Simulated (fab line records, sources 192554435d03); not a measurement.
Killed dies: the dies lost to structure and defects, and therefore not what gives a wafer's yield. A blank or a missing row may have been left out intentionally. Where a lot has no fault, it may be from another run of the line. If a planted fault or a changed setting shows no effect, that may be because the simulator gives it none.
fab line records	flow n5_finfet
record: lots: 7	wafers: 21	last_day: 17
route steps=1938 shown BEOL_M4@1077 PASSIVATION@1936
lots that met no fault: taken from a fault-free run of the same line
start_h: hours from the record's opening day to when the first of the lot's shown wafers began	wait_h: how many hours have passed since the lot's step before this one	" same as the row above	L1.1+2: several wafers, shown together as one row	- either no value or no given start	* or withheld: withheld	< > ~ a bound
route shown NAME@n: NAME is a module with steps in the file, n the number in the route of the first one	usual: the fault-free wafers' mean and standard deviation	same: alike in all rows	chamber/n: place in a boat	sites: the reading at each site	_std_site: standard deviation of those values	_edge_site: inner sites' mean taken away from outer sites' mean	radius_mm: for every site, how far away it sits from the centre of the wafer	mask NAME#n: copy n	behind: the tool/chamber that last shaped the wafer	hold: why the lot went on hold/how many hours it stayed there/how the hold came to an end	device: transistor that didn't switch, given as n, p or np	end of line: the same wafers' tests at the end of the route	for a step that has no rows: nothing shown but its recipe	killed: at the first sort, the dies lost to defects and structure; wafer yield is something else	map: per-die view of a wafer (x killed, . not killed, _ where there is no die)
set.NAME: the run value of the setting; set.NAME@STEP: its run value at that earlier step	model.NAME: the simulator's own value behind a step, which no gauge read
certain route steps with their lots: each step a table, each wafer a row
services: a tool's chamber out of use, with start hour (start_h, from the record's first day; less than 0 if before it), hours out, and reason
== steps ==
step: N5_BEOL_M4_SRD_43
recipe: time_s: 30	temp_c: 23	rinse_liquid: diw	dry: ipa_marangoni
step: N5_BEOL_M4_CD_MEAS_35
recipe: target_cd_nm: 18	target_cd_y_nm: 22.4	polarity: opening
usual: cd_nm: 18.1/0.35
lot.wafer	tool	chamber	start_h	wait_h	cd_nm
L376.3	cd_sem-03	-	179.38	0.0	17.7
L376.5	"	-	"	"	18.0
L376.6	"	-	"	"	17.7
L378.2	cd_sem-03	-	187.73	0.0	17.8
L378.3	"	-	"	"	18.4
L378.5	"	-	"	"	18.4
L384.1	cd_sem-03	-	223.27	0.0	18.4
L384.3	"	-	"	"	18.1
L384.5	"	-	"	"	18.1
L385.4	cd_sem-03	-	232.80	0.0	18.1
L385.5	"	-	"	"	18.3
L385.6	"	-	"	"	18.7
L387.2	cd_sem-01	-	248.52	0.0	17.8
L387.3	"	-	"	"	18.5
L387.6	"	-	"	"	18.9
L393.1	cd_sem-01	-	300.15	0.0	18.6
L393.2	"	-	"	"	18.2
L393.3	"	-	"	"	18.3
L375.1	cd_sem-01	-	302.95	0.0	17.8
L375.4	"	-	"	"	18.6
L375.6	"	-	"	"	18.0
step: N5_BEOL_M4_DEGAS_44
recipe: ambient: vacuum	temp_c: 250	time_s: 60
usual: heater_power_w: 321/26
lot.wafer	tool	chamber	start_h	wait_h	heater_power_w
L376.3	pvd_sputter-01	-	179.58	0.2	295
L376.5	"	-	"	"	325
L376.6	"	-	"	"	296
L378.2	pvd_sputter-02	-	188.14	0.4	336
L378.3	"	-	"	"	307
L378.5	"	-	"	"	300
L384.1	pvd_sputter-01	-	223.57	0.3	326
L384.3	"	-	"	"	305
L384.5	"	-	"	"	300
L385.4	pvd_sputter-01	-	232.86	0.1	311
L385.5	"	-	"	"	300
L385.6	"	-	"	"	328
L387.2	pvd_sputter-02	-	248.69	0.2	341
L387.3	"	-	"	"	338
L387.6	"	-	"	"	338
L393.1	pvd_sputter-02	-	300.26	0.1	314
L393.2	"	-	"	"	346
L393.3	"	-	"	"	347
L375.1	pvd_sputter-03	-	303.75	0.8	272
L375.4	"	-	"	"	315
L375.6	"	-	"	"	272
step: N5_BEOL_M4_PRE_CLEAN_45
recipe: gas: H2/He	time_s: 30	temp_c: 250
step: N5_BEOL_M4_ALD_84
recipe: material: TaN	target_thk_a: *	temp_c: 275	ald_precursor_family: PDMAT	ald_co_reactant: NH3	pressure_torr: 3	carrier_flow_sccm: 1500	pulse_time_s: 2	purge_time_s: 3	co_reactant_purge_time_s: 2	co_reactant_pulse_time_s: 3	ald_cycles: 30	precursor_vessel_temp_c: 75	precursor_vessel_pressure_torr: 26.25	precursor_vessel_carrier_sccm: 1000
usual: heater_power_w: 415/40	mfc_carrier_sccm: 1500/4.3
same: purge_time_s: 3
lot.wafer	tool	chamber	start_h	wait_h	heater_power_w	mfc_carrier_sccm
L376.3	ald_metal-03	2	179.68	0.0	443	1498
L376.5	"	1	"	"	457	1498
L376.6	"	2	"	"	440	1499
L378.2	ald_metal-01	0	188.25	0.1	455	1501
L378.3	"	3	"	"	406	1498
L378.5	"	1	"	"	405	1502
L384.1	ald_metal-02	1	223.81	0.2	401	1503
L384.3	"	3	"	"	309	1498
L384.5	"	1	"	"	397	1502
L385.4	ald_metal-02	1	232.96	0.0	401	1499
L385.5	"	3	"	"	299	1497
L385.6	"	2	"	"	394	1494
L387.2	ald_metal-03	3	248.98	0.2	405	1503
L387.3	"	1	"	"	438	1504
L387.6	"	2	"	"	450	1489
L393.1	ald_metal-03	2	300.37	0.0	446	1500
L393.2	"	0	"	"	390	1497
L393.3	"	3	"	"	414	1504
L375.1	ald_metal-03	2	303.95	0.1	439	1499
L375.4	"	1	"	"	463	1504
L375.6	"	3	"	"	404	1501
step: N5_BEOL_M4_SURFACE_TREAT_85
recipe: gas: Ar	time_s: *	ion_energy_ev: *	ion_current_ma_cm2: 0.5	pressure_mtorr: *	ar_flow_sccm: 30
step: N5_BEOL_M4_CVD_47
recipe: material: Co	target_thk_a: 30	temp_c: withheld	precursor: CCTBA/H2	pressure_torr: 30	time_s: 223.8
step: N5_BEOL_M4_SPUTTER_48
recipe: material: Cu	target_thk_a: 45	temp_c: -20	chamber_pressure_pa: 0.07	power_w: withheld	time_s: 8.29
usual: throttle_valve_pct: 29.5/1.2
lot.wafer	tool	chamber	start_h	wait_h	throttle_valve_pct
L376.3	pvd_sputter-03	-	180.25	0.1	30.5
L376.5	"	-	"	"	28.3
L376.6	"	-	"	"	28.7
L378.2	pvd_sputter-02	-	189.01	0.1	31.5
L378.3	"	-	"	"	29.6
L378.5	"	-	"	"	31.5
L384.1	pvd_sputter-02	-	224.70	0.3	29.9
L384.3	"	-	"	"	29.7
L384.5	"	-	"	"	29.9
L385.4	pvd_sputter-02	-	234.47	0.8	30.1
L385.5	"	-	"	"	29.5
L385.6	"	-	"	"	31.4
L387.2	pvd_sputter-03	-	249.52	0.1	30.8
L387.3	"	-	"	"	27.1
L387.6	"	-	"	"	27.4
L393.1	pvd_sputter-03	-	301.75	0.7	29.2
L393.2	"	-	"	"	27.5
L393.3	"	-	"	"	30.9
L375.1	pvd_sputter-01	-	304.71	0.2	29.7
L375.4	"	-	"	"	28.3
L375.6	"	-	"	"	29.4
step: N5_BEOL_M4_ANNEAL_49
recipe: temp_c: 400	time_s: 240	ambient: vacuum
usual: heater_power_w: 804/61	susceptor_temp_C: 400.00/0.24
lot.wafer	tool	chamber	start_h	wait_h	heater_power_w	susceptor_temp_C
L376.3	pvd_sputter-03	-	180.33	0.0	847	399.53
L376.5	"	-	"	"	800	400.08
L376.6	"	-	"	"	851	399.67
L378.2	pvd_sputter-02	-	189.09	0.0	777	399.69
L378.3	"	-	"	"	845	399.96
L378.5	"	-	"	"	764	400.02
L384.1	pvd_sputter-02	-	224.78	0.0	755	400.26
L384.3	"	-	"	"	841	400.00
L384.5	"	-	"	"	831	399.83
L385.4	pvd_sputter-02	-	234.55	0.0	838	400.32
L385.5	"	-	"	"	765	399.52
L385.6	"	-	"	"	776	399.97
L387.2	pvd_sputter-03	-	249.60	0.0	845	400.04
L387.3	"	-	"	"	684	399.71
L387.6	"	-	"	"	660	400.07
L393.1	pvd_sputter-03	-	301.83	0.0	885	400.07
L393.2	"	-	"	"	659	400.62
L393.3	"	-	"	"	839	399.88
L375.1	pvd_sputter-01	-	304.79	0.0	896	400.07
L375.4	"	-	"	"	732	399.95
L375.6	"	-	"	"	883	400.12
step: N5_BEOL_M4_SPUTTER_79
recipe: material: Cu	target_thk_a: 45	temp_c: -20	chamber_pressure_pa: 0.07	power_w: withheld	time_s: 8.29
step: N5_BEOL_M4_ANNEAL_80
recipe: temp_c: 400	time_s: 240	ambient: vacuum
step: N5_BEOL_M4_SPUTTER_81
recipe: material: Cu	target_thk_a: 45	temp_c: -20	chamber_pressure_pa: 0.07	power_w: withheld	time_s: 8.29
step: N5_BEOL_M4_ANNEAL_82
recipe: temp_c: 400	time_s: 240	ambient: vacuum
usual: heater_power_w: 803/62	susceptor_temp_C: 400.00/0.21
lot.wafer	tool	chamber	start_h	wait_h	heater_power_w	susceptor_temp_C
L376.3	pvd_sputter-03	-	180.77	0.0	860	400.07
L376.5	"	-	"	"	802	400.21
L376.6	"	-	"	"	873	400.10
L378.2	pvd_sputter-02	-	189.53	0.0	766	399.95
L378.3	"	-	"	"	866	400.03
L378.5	"	-	"	"	751	399.76
L384.1	pvd_sputter-02	-	230.51	0.0	-	-
L384.3	"	-	"	"	-	-
L384.5	"	-	"	"	-	-
L385.4	pvd_sputter-02	-	234.99	0.0	-	-
L385.5	"	-	"	"	-	-
L385.6	"	-	"	"	-	-
L387.2	pvd_sputter-03	-	250.04	0.0	844	400.38
L387.3	"	-	"	"	673	399.92
L387.6	"	-	"	"	667	399.76
L393.1	pvd_sputter-03	-	302.27	0.0	896	399.73
L393.2	"	-	"	"	679	399.73
L393.3	"	-	"	"	855	400.09
L375.1	pvd_sputter-01	-	305.23	0.0	-	-
L375.4	"	-	"	"	-	-
L375.6	"	-	"	"	-	-
step: N5_BEOL_M4_SPUTTER_86
recipe: material: Cu	target_thk_a: 45	temp_c: -20	chamber_pressure_pa: 0.07	power_w: withheld	time_s: 8.29
usual: throttle_valve_pct: 29.5/1.2
lot.wafer	tool	chamber	start_h	wait_h	throttle_valve_pct
L376.3	pvd_sputter-03	-	180.91	0.1	30.8
L376.5	"	-	"	"	28.0
L376.6	"	-	"	"	29.0
L378.2	pvd_sputter-02	-	189.67	0.1	31.6
L378.3	"	-	"	"	29.7
L378.5	"	-	"	"	31.7
L384.1	pvd_sputter-02	-	230.65	0.1	29.4
L384.3	"	-	"	"	29.8
L384.5	"	-	"	"	29.7
L385.4	pvd_sputter-02	-	235.13	0.1	29.6
L385.5	"	-	"	"	29.5
L385.6	"	-	"	"	31.4
L387.2	pvd_sputter-03	-	250.18	0.1	30.8
L387.3	"	-	"	"	27.3
L387.6	"	-	"	"	27.5
L393.1	pvd_sputter-03	-	302.41	0.1	29.0
L393.2	"	-	"	"	27.5
L393.3	"	-	"	"	31.0
L375.1	pvd_sputter-01	-	305.37	0.1	29.5
L375.4	"	-	"	"	28.2
L375.6	"	-	"	"	29.6
step: N5_BEOL_M4_RC_MEAS_101
usual: DIBL_N: 36.1/1.6	DIBL_P: 35.7/1.8	IOFF_N: 0.159/0.027	IOFF_P: 0.21/0.03	ION_N: 673/10	ION_P: 462/7.4	SS_N: 71.4/0.56	SS_P: 73.2/0.61	VT_N: 249.7/3	VT_P: -250/3.1
lot.wafer	tool	chamber	start_h	wait_h	DIBL_N[mV/V]	DIBL_P[mV/V]	IOFF_N[nA/um]	IOFF_P[nA/um]	ION_N[uA/um]	ION_P[uA/um]	SS_N[mV/dec]	SS_P[mV/dec]	VT_N[mV]	VT_P[mV]
L376.3	prober-02	0	183.41	0.3	34.8	31.8	0.148	0.21	670	467	71.1	73.0	248.4	-247
L376.5	"	0	"	"	35.4	33.2	0.164	0.24	679	471	71.2	72.8	247.5	-244
L376.6	"	0	"	"	36.4	34.3	0.176	0.26	679	466	71.6	73.2	246.5	-245
L378.2	prober-02	0	192.03	0.2	35.6	33.5	0.143	0.19	659	454	71.5	73.1	253.8	-250
L378.3	"	0	"	"	37.0	35.8	0.177	0.22	662	457	71.7	73.9	248.6	-247
L378.5	"	0	"	"	37.5	35.7	0.181	0.23	667	464	71.5	73.3	249.3	-249
L384.1	prober-02	0	233.33	0.0	34.8	35.1	0.143	0.19	666	460	70.8	73.1	252.5	-251
L384.3	"	0	"	"	35.1	35.9	0.156	0.20	683	468	71.5	73.0	249.0	-249
L384.5	"	0	"	"	34.7	35.2	0.138	0.19	671	460	70.9	72.8	250.0	-253
L385.4	prober-01	0	237.87	0.5	37.7	37.7	0.182	0.25	672	459	71.7	74.1	249.3	-246
L385.5	"	0	"	"	34.0	31.8	0.114	0.16	661	456	71.4	72.5	254.6	-254
L385.6	"	0	"	"	39.2	39.0	0.219	0.27	674	466	71.7	74.4	243.8	-246
L387.2	prober-02	0	252.58	0.2	33.3	32.8	0.113	0.16	648	452	70.7	72.1	256.3	-254
L387.3	"	0	"	"	32.5	32.2	0.104	0.16	653	455	69.9	72.1	256.1	-254
L387.6	"	0	"	"	35.3	36.0	0.148	0.21	675	459	70.9	73.1	251.5	-251
L393.1	prober-01	0	304.67	0.0	34.5	34.4	0.130	0.18	676	463	70.3	73.3	251.6	-252
L393.2	"	0	"	"	36.7	37.2	0.165	0.21	676	458	71.2	72.8	249.1	-252
L393.3	"	0	"	"	34.7	34.5	0.119	0.17	648	443	71.1	72.5	251.2	-254
L375.1	prober-02	0	307.56	0.0	35.5	35.5	0.162	0.23	672	467	70.4	73.4	250.9	-247
L375.4	"	0	"	"	34.6	34.5	0.153	0.21	681	469	70.9	72.9	248.9	-248
L375.6	"	0	"	"	34.1	34.6	0.142	0.21	674	466	70.9	72.8	251.2	-247
step: N5_PASSIVATION_PROBE_49
usual: defect_limited_yield: 91.0/1.3	killed_at_M0_to_M3: 33/10	killed_at_M4_up: 14/5.6	killed_at_contacts: 12/5.8	killed_at_front_end: 43/11	killed_at_other: 4.1/2.8	killed_dies: 106/15	killed_open: 70/12	killed_short: 34/7.5	sort_bin_5_function: 5.3/0.88	sort_bin_6_memory: 3.3/0.64	sort_bin_8_speed: 0.00/0.016	sort_n_pass: 1074/15	sort_yield_pct: 91.0/1.3
same: gross_dies: 1180	killed_at_back_side: 0	sort_bin_4_leakage[%]: 0
lot.wafer	tool	chamber	start_h	wait_h	defect_limited_yield[%]	killed_at_M0_to_M3	killed_at_M4_up	killed_at_contacts	killed_at_front_end	killed_at_other	killed_dies	killed_open	killed_short	sort_bin_5_function[%]	sort_bin_6_memory[%]	sort_bin_8_speed[%]	sort_n_pass	sort_yield_pct[%]
L376.3	prober-01	-	292.30	0.1	91.8	38	10	9	39	1	97	66	29	4.6	3.0	0	1083	91.8
L376.5	prober-01	-	292.40	0.2	91.4	23	12	8	55	4	102	69	31	5.5	3.0	0	1078	91.4
L376.6	prober-01	-	292.45	0.3	91.8	26	16	17	33	5	97	59	35	4.9	3.1	0	1083	91.8
L378.2	prober-01	-	299.00	0.1	89.4	43	17	7	56	2	125	82	38	5.8	4.2	0	1055	89.4
L378.3	prober-01	-	299.05	0.1	91.4	35	14	10	38	5	102	66	34	4.6	3.8	0	1078	91.4
L378.5	prober-01	-	299.15	0.2	91.4	34	22	5	39	1	101	62	32	5.2	3.0	0	1079	91.4
L385.4	prober-01	-	340.87	0.2	91.8	28	22	10	37	0	97	63	32	3.6	4.4	0	1083	91.8
L385.5	prober-01	-	340.92	0.2	91.9	38	11	7	38	2	96	57	38	4.5	3.3	0	1084	91.9
L385.6	prober-01	-	340.97	0.3	91.3	41	23	5	29	5	103	73	28	4.7	3.9	0	1077	91.3
L384.1	prober-01	-	347.30	0.0	91.2	47	8	14	34	1	104	65	37	5.4	3.2	0	1076	91.2
L384.3	prober-01	-	347.40	0.1	91.4	42	12	5	40	2	101	55	43	3.9	3.6	0	1079	91.4
L384.5	prober-01	-	347.50	0.2	90.2	52	10	16	33	5	116	67	44	5.5	3.7	0	1064	90.2
L387.2	prober-01	-	364.91	0.1	91.4	33	13	9	41	6	102	75	27	5.2	3.2	0	1078	91.4
L387.3	prober-01	-	364.96	0.1	90.7	31	4	14	52	9	110	69	40	5.2	3.7	0	1070	90.7
L387.6	prober-01	-	365.11	0.3	94.4	10	6	10	37	3	66	42	23	3.3	1.9	0	1114	94.4
L393.1	prober-02	-	407.17	0.0	90.9	40	18	12	36	1	107	76	26	5.2	3.3	0	1073	90.9
L393.2	prober-02	-	407.22	0.1	89.7	47	11	13	50	0	121	86	35	6.4	3.7	0	1059	89.7
L393.3	prober-02	-	407.27	0.1	90.1	25	20	18	51	3	117	82	35	5.8	3.7	0.08	1062	90.0
L375.1	prober-01	-	408.06	0.0	89.3	34	21	18	52	1	126	78	47	6.2	4.4	0	1054	89.3
L375.4	prober-01	-	408.21	0.2	90.5	22	20	10	59	1	112	79	33	6.2	3.2	0	1068	90.5
L375.6	prober-01	-	408.31	0.3	88.6	35	21	18	57	4	135	82	52	6.4	4.4	0	1045	88.6
killed by level:class
L376.3 STI_FIN_REVEAL:geometric_particle:open=10 BEOL_M3:geometric_particle:open=10 BEOL_M2:geometric_particle:open=9 GATE_CUT:geometric_particle:short=6 MOL_CONTACT_COAG:geometric_particle:open=6 BEOL_M0_SAQP:geometric_particle:open=6 DUMMY_GATE:geometric_particle:open=5 FIN_SAQP:geometric_particle:open=4
L376.5 FIN_SAQP:geometric_particle:open=19 STI_FIN_REVEAL:geometric_particle:open=10 FIN_SAQP:geometric_particle:short=8 MOL_CONTACT_COAG:geometric_particle:open=7 BEOL_M2:geometric_particle:open=5 BEOL_M4:geometric_particle:open=5 BEOL_M3:geometric_particle:open=4 STARTING-WAFER:geometric_particle:open=3
L376.6 MOL_CONTACT_COAG:geometric_particle:open=14 FIN_SAQP:geometric_particle:short=11 DUMMY_GATE:geometric_particle:open=10 BEOL_M4:geometric_particle:open=7 BEOL_M0_SAQP:geometric_particle:short=5 BEOL_M2:geometric_particle:open=5 BEOL_M8:geometric_particle:open=4 BEOL_M0_SAQP:geometric_particle:open=4
L378.2 FIN_SAQP:geometric_particle:short=11 FIN_SAQP:geometric_particle:open=10 BEOL_M2:geometric_particle:open=10 STI_FIN_REVEAL:geometric_particle:open=9 BEOL_M3:geometric_particle:open=9 BEOL_M0_SAQP:geometric_particle:open=8 BEOL_M1:geometric_particle:open=8 BEOL_M4:geometric_particle:open=7
L378.3 MOL_CONTACT_COAG:geometric_particle:open=8 STI_FIN_REVEAL:geometric_particle:open=7 BEOL_M1:geometric_particle:open=7 BEOL_M0_SAQP:geometric_particle:short=6 STARTING-WAFER:geometric_particle:open=6 GATE_CUT:geometric_particle:short=5 BEOL_M3:geometric_particle:open=5 FIN_SAQP:geometric_particle:short=4
L378.5 STI_FIN_REVEAL:geometric_particle:open=9 BEOL_M4:geometric_particle:open=7 FIN_SAQP:geometric_particle:short=6 BEOL_M0_SAQP:geometric_particle:short=6 BEOL_M0_SAQP:geometric_particle:open=6 MOL_CONTACT_COAG:geometric_particle:open=5 BEOL_M3:geometric_particle:open=5 FIN_SAQP:geometric_particle:open=4
L385.4 FIN_SAQP:geometric_particle:short=8 MOL_CONTACT_COAG:geometric_particle:open=8 BEOL_M5:geometric_particle:open=8 BEOL_M0_SAQP:geometric_particle:open=7 FIN_SAQP:geometric_particle:open=6 BEOL_M3:geometric_particle:open=6 BEOL_M0_SAQP:geometric_particle:short=6 DUMMY_GATE:geometric_particle:open=4
L385.5 FIN_SAQP:geometric_particle:short=12 BEOL_M0_SAQP:geometric_particle:open=11 BEOL_M0_SAQP:geometric_particle:short=10 FIN_SAQP:geometric_particle:open=9 STI_FIN_REVEAL:geometric_particle:open=9 BEOL_M1:geometric_particle:open=7 MOL_CONTACT_COAG:geometric_particle:open=5 BEOL_M3:geometric_particle:open=4
L385.6 BEOL_M0_SAQP:geometric_particle:open=10 BEOL_M4:geometric_particle:open=10 BEOL_M0_SAQP:geometric_particle:short=8 BEOL_M1:geometric_particle:open=8 BEOL_M3:geometric_particle:open=6 DUMMY_GATE:geometric_particle:open=5 BEOL_M2:geometric_particle:open=5 STARTING-WAFER:geometric_particle:short=5
L384.1 BEOL_M0_SAQP:geometric_particle:open=11 MOL_CONTACT_COAG:geometric_particle:open=10 BEOL_M0_SAQP:geometric_particle:short=9 BEOL_M2:geometric_particle:open=7 BEOL_M1:geometric_particle:open=6 BEOL_M3:geometric_particle:open=6 FIN_SAQP:geometric_particle:short=5 GATE_CUT:geometric_particle:short=5
L384.3 BEOL_M0_SAQP:geometric_particle:short=12 FIN_SAQP:geometric_particle:short=10 STI_FIN_REVEAL:geometric_particle:open=10 BEOL_M0_SAQP:geometric_particle:open=6 BEOL_M1:geometric_particle:open=6 BEOL_M2:geometric_particle:open=5 BEOL_M2:geometric_particle:short=4 FIN_SAQP:geometric_particle:open=3
L384.5 BEOL_M0_SAQP:geometric_particle:short=15 MOL_CONTACT_COAG:geometric_particle:open=14 STI_FIN_REVEAL:geometric_particle:open=12 BEOL_M0_SAQP:geometric_particle:open=10 BEOL_M2:geometric_particle:short=10 BEOL_M3:geometric_particle:open=8 BEOL_M1:geometric_particle:open=5 BEOL_M4:geometric_particle:open=4
L387.2 FIN_SAQP:geometric_particle:open=14 BEOL_M0_SAQP:geometric_particle:open=9 STI_FIN_REVEAL:geometric_particle:open=8 BEOL_M0_SAQP:geometric_particle:short=8 BEOL_M4:geometric_particle:open=8 MOL_CONTACT_COAG:geometric_particle:open=7 DUMMY_GATE:geometric_particle:open=5 BEOL_M1:geometric_particle:open=5
L387.3 FIN_SAQP:geometric_particle:open=14 MOL_CONTACT_COAG:geometric_particle:open=12 FIN_SAQP:geometric_particle:short=10 BEOL_M1:geometric_particle:open=7 STI_FIN_REVEAL:geometric_particle:open=6 BEOL_M0_SAQP:geometric_particle:open=6 BEOL_M0_SAQP:geometric_particle:short=6 BEOL_M2:geometric_particle:open=5
L387.6 FIN_SAQP:geometric_particle:open=15 FIN_SAQP:geometric_particle:short=7 MOL_CONTACT_COAG:geometric_particle:open=7 STI_FIN_REVEAL:geometric_particle:open=5 BEOL_M0_SAQP:geometric_particle:open=4 STARTING-WAFER:geometric_particle:short=4 MOL_CONTACT_COAG:geometric_particle:short=3 BEOL_M0_SAQP:geometric_particle:short=3
L393.1 BEOL_M1:geometric_particle:open=12 MOL_CONTACT_COAG:geometric_particle:open=11 BEOL_M4:geometric_particle:open=10 STI_FIN_REVEAL:geometric_particle:open=8 FIN_SAQP:geometric_particle:short=6 BEOL_M0_SAQP:geometric_particle:open=6 BEOL_M3:geometric_particle:open=6 BEOL_M5:geometric_particle:open=6
L393.2 FIN_SAQP:geometric_particle:open=16 BEOL_M0_SAQP:geometric_particle:short=14 BEOL_M0_SAQP:geometric_particle:open=13 FIN_SAQP:geometric_particle:short=10 MOL_CONTACT_COAG:geometric_particle:open=10 STI_FIN_REVEAL:geometric_particle:open=9 BEOL_M2:geometric_particle:open=8 BEOL_M3:geometric_particle:open=8
L393.3 MOL_CONTACT_COAG:geometric_particle:open=16 STI_FIN_REVEAL:geometric_particle:open=10 BEOL_M0_SAQP:geometric_particle:open=10 DUMMY_GATE:geometric_particle:open=9 BEOL_M4:geometric_particle:open=9 BEOL_M5:geometric_particle:open=6 FIN_SAQP:geometric_particle:short=5 DUMMY_GATE:geometric_particle:short=4
L375.1 FIN_SAQP:geometric_particle:open=15 MOL_CONTACT_COAG:geometric_particle:open=14 BEOL_M0_SAQP:geometric_particle:short=12 BEOL_M4:geometric_particle:open=10 STI_FIN_REVEAL:geometric_particle:open=8 FIN_SAQP:geometric_particle:short=7 BEOL_M0_SAQP:geometric_particle:open=7 GATE_CUT:geometric_particle:short=6
L375.4 FIN_SAQP:geometric_particle:open=22 FIN_SAQP:geometric_particle:short=16 MOL_CONTACT_COAG:geometric_particle:open=10 BEOL_M3:geometric_particle:open=8 BEOL_M4:geometric_particle:open=8 STI_FIN_REVEAL:geometric_particle:open=6 GATE_CUT:geometric_particle:open=3 GATE_CUT:geometric_particle:short=3
L375.6 MOL_CONTACT_COAG:geometric_particle:open=13 STI_FIN_REVEAL:geometric_particle:open=12 BEOL_M2:geometric_particle:open=11 GATE_CUT:geometric_particle:short=9 FIN_SAQP:geometric_particle:short=8 GATE_CUT:geometric_particle:open=7 BEOL_M0_SAQP:geometric_particle:short=7 BEOL_M0_SAQP:geometric_particle:open=7
== services ==
tool	chamber	start_h	hours	kind
pvd_sputter-03	-	159.89	2.5	repair
ald_metal-02	3	182.24	6.9	repair
ald_metal-01	0	198.69	3.0	repair
ald_metal-02	-	203.27	8.7	pm
ald_metal-01	2	219.25	23.0	repair
pvd_sputter-02	-	302.85	7.1	repair
ald_metal-02	0	304.34	9.4	repair
== key ==
first_sign: step: N5_BEOL_M4_ANNEAL_82	reading: tool_record	direction: missing
effect none on later readings
met_at N5_BEOL_M4_ANNEAL_82
struck_wafers L375.1,L375.4,L375.6,L384.1,L384.3,L384.5,L385.4,L385.5,L385.6
onset_between 189.53 230.51
fault: kind: skipped_step_whole	tool: pvd_sputter-01,pvd_sputter-02	chamber: -	onset_h: 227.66	steps: N5_BEOL_M4_ANNEAL_82	scope: struck_lots_only
